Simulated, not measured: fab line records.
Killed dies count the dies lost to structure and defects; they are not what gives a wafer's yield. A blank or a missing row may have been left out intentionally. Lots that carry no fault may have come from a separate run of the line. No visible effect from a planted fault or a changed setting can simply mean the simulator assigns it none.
Matching of chambers :: flow n5Finfet :: N5_FIN_SAQP_MANDREL2_REMOVE_60 on rieSi-04: 4 sister chambers
The step chemistry HBr/Cl2/O2, target a-Si, stops on SiNx, bt time 10 s. 7 wafers are shown with their chamber, then 8 later ones without.

== WAFERS, EACH WITH ITS CHAMBER ==
wafer: L078.3
chamber: 0
drypumpMotorCurrentA (A): 4.8
oesProductAu (a.u.): 0.974

wafer: L082.4
chamber: 0
drypumpMotorCurrentA (A): 4.8
oesProductAu (a.u.): 0.980

wafer: L082.5
chamber: 2
drypumpMotorCurrentA (A): 5.8
oesProductAu (a.u.): 0.996

wafer: L082.6
chamber: 3
drypumpMotorCurrentA (A): 6.0
oesProductAu (a.u.): 0.984

wafer: L084.4
chamber: 3
drypumpMotorCurrentA (A): 6.0
oesProductAu (a.u.): 0.982

wafer: L084.6
chamber: 1
drypumpMotorCurrentA (A): 5.5
oesProductAu (a.u.): 1.002

wafer: L092.4
chamber: 1
drypumpMotorCurrentA (A): 5.4
oesProductAu (a.u.): 1.000

== WAFERS WITH NO CHAMBER GIVEN ==
wafer: L092.5
drypumpMotorCurrentA (A): 5.5
oesProductAu (a.u.): 0.995

wafer: L092.6
drypumpMotorCurrentA (A): 4.8
oesProductAu (a.u.): 0.991

wafer: L096.3
drypumpMotorCurrentA (A): 4.8
oesProductAu (a.u.): 0.993

wafer: L096.5
drypumpMotorCurrentA (A): 5.4
oesProductAu (a.u.): 0.999

wafer: L096.6
drypumpMotorCurrentA (A): 5.8
oesProductAu (a.u.): 1.010

wafer: L097.1
drypumpMotorCurrentA (A): 5.4
oesProductAu (a.u.): 1.016

wafer: L097.5
drypumpMotorCurrentA (A): 5.8
oesProductAu (a.u.): 1.016

wafer: L097.6
drypumpMotorCurrentA (A): 5.4
oesProductAu (a.u.): 1.001

== THE CHAMBER EACH PASSED THROUGH ==
wafer: L092.5
from the rows above: 1
in truth: 1

wafer: L092.6
from the rows above: 0
in truth: 0

wafer: L096.3
from the rows above: 0
in truth: 0

wafer: L096.5
from the rows above: 1
in truth: 1

wafer: L096.6
from the rows above: 2
in truth: 2

wafer: L097.1
from the rows above: 1
in truth: 1

wafer: L097.5
from the rows above: 2
in truth: 2

wafer: L097.6
from the rows above: 1
in truth: 1
8 of 8 placed correctly. From these rows, 0 cannot be placed. 0 placed wrongly.
How it was worked out, from the rows above alone: a wafer's distance from a chamber is the root of the sum, over the readings, of the square of ((its reading less the chamber's mean) divided by the reading's scatter). The wafer belongs to the nearest chamber; if the next one is less than 2 further off, it can't be placed. A chamber's mean is the mean of its shown wafers. How the scatter is found: for the shown wafers, subtract from each reading the mean of its chamber, square and add these, divide the total by (wafers less chambers), then take the root.
